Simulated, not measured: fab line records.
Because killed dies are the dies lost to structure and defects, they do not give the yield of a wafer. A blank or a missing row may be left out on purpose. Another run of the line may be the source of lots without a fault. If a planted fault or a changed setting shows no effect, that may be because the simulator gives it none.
Which tool did it? | flow n5_finfet | 36 wafers from 12 lots sampled at 4 of the route's 1938 steps

## WHAT THE GAUGES SHOWED, per wafer
No reading from a measuring or inspecting step in the record can be judged against a usual standard deviation.

## TOOL THAT RAN EACH LOT (tool first, then ch and the chambers of the sampled wafers, then the start)
lot  | N5_BEOL_M8_PRE_CLEAN_45      | N5_MIM_BOT_ETCH_STRIP_01           | N5_PASSIVATION_PRE_CLEAN_19  | N5_PASSIVATION_PROBE_49
L511 | pvd_sputter-03, day 11 02:17 | rie_diel-01 ch 1,2,3, day 13 17:20 | pvd_sputter-02, day 13 20:55 | -
L515 | pvd_sputter-01, day 12 11:29 | rie_diel-06 ch 1,3, day 15 02:50   | pvd_sputter-03, day 15 06:32 | -
L518 | pvd_sputter-01, day 12 22:40 | rie_diel-06 ch 1,2,3, day 15 09:29 | pvd_sputter-03, day 15 11:52 | -
L519 | pvd_sputter-01, day 13 02:34 | rie_diel-06 ch 1,2,3, day 15 14:36 | pvd_sputter-01, day 15 19:09 | -
L517 | pvd_sputter-02, day 13 04:57 | rie_diel-01 ch 0,1,2, day 15 20:23 | pvd_sputter-02, day 15 22:22 | -
L520 | pvd_sputter-03, day 13 15:01 | rie_diel-01 ch 0,1,2, day 16 01:31 | pvd_sputter-02, day 16 03:55 | -
L521 | pvd_sputter-01, day 13 15:26 | rie_diel-06 ch 0,2,3, day 16 00:10 | pvd_sputter-01, day 16 03:32 | -
L522 | pvd_sputter-02, day 14 08:31 | rie_diel-01 ch 1,2,3, day 16 15:26 | pvd_sputter-01, day 16 19:27 | -
L524 | pvd_sputter-03, day 14 12:11 | rie_diel-04 ch 1,3, day 17 04:29   | pvd_sputter-03, day 17 07:05 | -
L530 | pvd_sputter-01, day 16 01:37 | rie_diel-04 ch 1,2,3, day 18 17:50 | pvd_sputter-02, day 18 21:20 | prober-01, day 19 03:37
L528 | pvd_sputter-01, day 16 09:08 | rie_diel-06 ch 0,1, day 18 20:53   | pvd_sputter-02, day 19 00:26 | prober-02, day 19 07:50
L532 | pvd_sputter-02, day 17 12:43 | rie_diel-06 ch 1,2,3, day 19 20:16 | pvd_sputter-02, day 19 23:51 | -
- N5_BEOL_M8_PRE_CLEAN_45: time 30 s.
- N5_MIM_BOT_ETCH_STRIP_01: strips in O2.
- N5_PASSIVATION_PRE_CLEAN_19
- N5_PASSIVATION_PROBE_49

## WHAT THE TOOLS THEMSELVES READ (means of the sampled wafers that have a number; where no wafer has one, the mark that the record gives instead)
N5_BEOL_M8_PRE_CLEAN_45. Usual: heater_power_w 352 W, standard deviation 34.
lot  | tool           | heater_power_w (W) | flag
L511 | pvd_sputter-03 | 311                |
L515 | pvd_sputter-01 | 348                |
L518 | pvd_sputter-01 | 368                |
L519 | pvd_sputter-01 | 348                |
L517 | pvd_sputter-02 | 364                |
L520 | pvd_sputter-03 | 306                |
L521 | pvd_sputter-01 | 365                |
L522 | pvd_sputter-02 | 338                |
L524 | pvd_sputter-03 | 307                |
L530 | pvd_sputter-01 | 371                |
L528 | pvd_sputter-01 | 373                |
L532 | pvd_sputter-02 | 354                |

N5_MIM_BOT_ETCH_STRIP_01. Usual: drypump_motor_current_A 5.8 A, standard deviation 0.4; oes_product_au 0.77 a.u., standard deviation 0.074; rf_vpp_V 3.8 V, standard deviation 1.4; showerhead_plenum_p_Torr 2.11 Torr, standard deviation 0.054; temp_c 60.01 C, standard deviation 0.12; throttle_valve_pct 16.74 %, standard deviation 0.17.
lot  | tool        | drypump_motor_current_A (A) | oes_product_au (a.u.) | rf_vpp_V (V) | showerhead_plenum_p_Torr (Torr) | temp_c (C) | throttle_valve_pct (%) | flag
L511 | rie_diel-01 | 5.8                         | 0.78                  | 5.3          | 2.07                            | 59.85      | 16.78                  |
L515 | rie_diel-06 | 5.8                         | 0.74                  | 3.5          | 2.10                            | 60.06      | 16.74                  |
L518 | rie_diel-06 | 5.6                         | 0.73                  | 3.1          | 2.12                            | 60.03      | 16.72                  |
L519 | rie_diel-06 | 5.6                         | 0.74                  | 2.7          | 2.12                            | 59.96      | 16.76                  |
L517 | rie_diel-01 | 5.9                         | 0.77                  | 4.1          | 2.11                            | 60.03      | 16.79                  |
L520 | rie_diel-01 | 5.9                         | 0.78                  | 4.7          | 2.10                            | 59.92      | 16.78                  |
L521 | rie_diel-06 | 5.6                         | 0.70                  | 3.6          | 2.10                            | 59.93      | 16.83                  |
L522 | rie_diel-01 | 5.8                         | 0.74                  | 3.3          | 2.06                            | 60.04      | 16.83                  |
L524 | rie_diel-04 | 6.1                         | 0.72                  | 3.4          | 2.13                            | 59.84      | 16.62                  |
L530 | rie_diel-04 | 5.8                         | 0.86                  | 3.6          | 2.13                            | 59.94      | 16.51                  |
L528 | rie_diel-06 | 5.8                         | 0.87                  | 3.1          | 2.07                            | 60.06      | 16.66                  |
L532 | rie_diel-06 | 5.6                         | 0.80                  | 2.5          | 2.10                            | 60.05      | 16.67                  |

N5_PASSIVATION_PRE_CLEAN_19. Usual: heater_power_w 472 W, standard deviation 52.
lot  | tool           | heater_power_w (W) | flag
L511 | pvd_sputter-02 | 490                |
L515 | pvd_sputter-03 | 418                |
L518 | pvd_sputter-03 | 410                |
L519 | pvd_sputter-01 | 482                |
L517 | pvd_sputter-02 | 476                |
L520 | pvd_sputter-02 | 477                |
L521 | pvd_sputter-01 | 516                |
L522 | pvd_sputter-01 | 507                |
L524 | pvd_sputter-03 | 428                |
L530 | pvd_sputter-02 | 485                |
L528 | pvd_sputter-02 | 502                |
L532 | pvd_sputter-02 | 521                |

N5_PASSIVATION_PROBE_49. Usual: defect_limited_yield 91.2 %, standard deviation 1.3; killed_at_M0_to_M3 34, standard deviation 9.2; killed_at_M4_up 14, standard deviation 5; killed_at_contacts 13, standard deviation 6.7; killed_at_front_end 39, standard deviation 12; killed_at_other 4, standard deviation 3.3; killed_dies 104, standard deviation 15; killed_on_rim 14, standard deviation 3.7; killed_open 68, standard deviation 12; killed_short 34, standard deviation 7.5; sort_bin_5_function 5.2 %, standard deviation 0.87; sort_bin_6_memory 3.3 %, standard deviation 0.63; sort_n_pass 1076, standard deviation 15; sort_yield_pct 91.2 %, standard deviation 1.3.
lot  | tool      | defect_limited_yield (%) | killed_at_M0_to_M3 | killed_at_M4_up | killed_at_contacts | killed_at_front_end | killed_at_other | killed_dies | killed_on_rim | killed_open | killed_short | sort_bin_5_function (%) | sort_bin_6_memory (%) | sort_n_pass | sort_yield_pct (%) | flag
L530 | prober-01 | 89.7                     | 35                 | 46              | 12                 | 25                  | 4               | 121         | 17            | 64          | 22           | 6.0                     | 2.9                   | 1059        | 89.7               | OFF
L528 | prober-02 | 88.4                     | 38                 | 36              | 9                  | 49                  | 4               | 136         | 20            | 68          | 39           | 6.9                     | 3.2                   | 1044        | 88.4               | OFF

## THE ANSWER, worked out from the rows above alone
Rule: lot off if the mean of its wafers having a number is beyond 3 standard deviations from the usual mean. Also off: a lot with no number at a reading for which 4 or more lots have one. All remaining lots with rows at the step are treated as sound. After the gauges, taken in route order, come the tools' own readings; for these a lot's mean is taken, as printed above. At the first step where some lot is off, the reading lying furthest off is the one used; lots without a number count as furthest.
Off: L530, L528, at N5_PASSIVATION_PROBE_49 (killed_at_M4_up). Neither off nor sound, because the step has no rows for them: L511, L515, L518, L519, L517, L520, L521, L522, L524, L532.
If a tool, at that step or one of the process steps before it, ran each lot that is off and ran no sound lot following the first of them, it fits. This does not decide it: 2 tools fit, namely pvd_sputter-01 at N5_BEOL_M8_PRE_CLEAN_45 and pvd_sputter-02 at N5_PASSIVATION_PRE_CLEAN_19.

## WHAT THE SIMULATOR HAD INSERTED
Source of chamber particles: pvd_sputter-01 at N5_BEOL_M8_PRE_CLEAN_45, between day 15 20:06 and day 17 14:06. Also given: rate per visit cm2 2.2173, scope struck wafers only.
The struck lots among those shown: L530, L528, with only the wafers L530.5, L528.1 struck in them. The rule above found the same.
